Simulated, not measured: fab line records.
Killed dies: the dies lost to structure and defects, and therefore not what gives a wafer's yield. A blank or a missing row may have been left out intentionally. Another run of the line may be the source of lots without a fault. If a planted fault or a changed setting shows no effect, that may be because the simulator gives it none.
Chamber matching :: flow nandHarc :: cmp-03 running NHARC_P_BONDPAD_CMP_32: 4 sister chambers
The step polishes SiCN, target thk 200 nm. 8 wafers are shown with their chamber, then 7 later ones without.

== WAFERS PAIRED WITH THEIR CHAMBERS ==
wafer: L077.4
chamber: 0
motorCurrentA (A): 10.2

wafer: L081.2
chamber: 1
motorCurrentA (A): 12.6

wafer: L087.5
chamber: 3
motorCurrentA (A): 11.1

wafer: L090.1
chamber: 1
motorCurrentA (A): 11.7

wafer: L090.2
chamber: 3
motorCurrentA (A): 11.5

wafer: L090.3
chamber: 2
motorCurrentA (A): 12.8

wafer: L091.3
chamber: 0
motorCurrentA (A): 10.7

wafer: L091.5
chamber: 2
motorCurrentA (A): 13.2

== WAFERS WHOSE CHAMBER IS MISSING ==
wafer: L091.6
motorCurrentA (A): 10.9

wafer: L092.1
motorCurrentA (A): 12.0

wafer: L092.3
motorCurrentA (A): 10.3

wafer: L092.4
motorCurrentA (A): 11.8

wafer: L097.1
motorCurrentA (A): 9.9

wafer: L097.2
motorCurrentA (A): 11.7

wafer: L097.3
motorCurrentA (A): 13.4

== THE CHAMBER EACH PASSED THROUGH ==
wafer: L091.6
from the rows above: can't be placed: 3 or 0
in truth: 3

wafer: L092.1
from the rows above: can't be placed: 1 or 3
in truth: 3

wafer: L092.3
from the rows above: 0
in truth: 0

wafer: L092.4
from the rows above: can't be placed: 1 or 3
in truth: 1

wafer: L097.1
from the rows above: 0
in truth: 0

wafer: L097.2
from the rows above: can't be placed: 3 or 1
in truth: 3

wafer: L097.3
from the rows above: 2
in truth: 2
Placed correctly: 3 of 7. These rows do not allow placing 4 (true chamber among the candidates in 4). 0 placed wrongly.
How it was worked out, from the rows above alone: a wafer's distance from a chamber is the root of the sum, over the readings, of the square of ((its reading less the chamber's mean) divided by the reading's scatter). The wafer belongs to the nearest chamber; if the next one is less than 2 further off, it can't be placed. For every chamber, the mean is computed from those of its wafers that are shown. How the scatter is found: for the shown wafers, subtract from each reading the mean of its chamber, square and add these, divide the total by (wafers less chambers), then take the root.
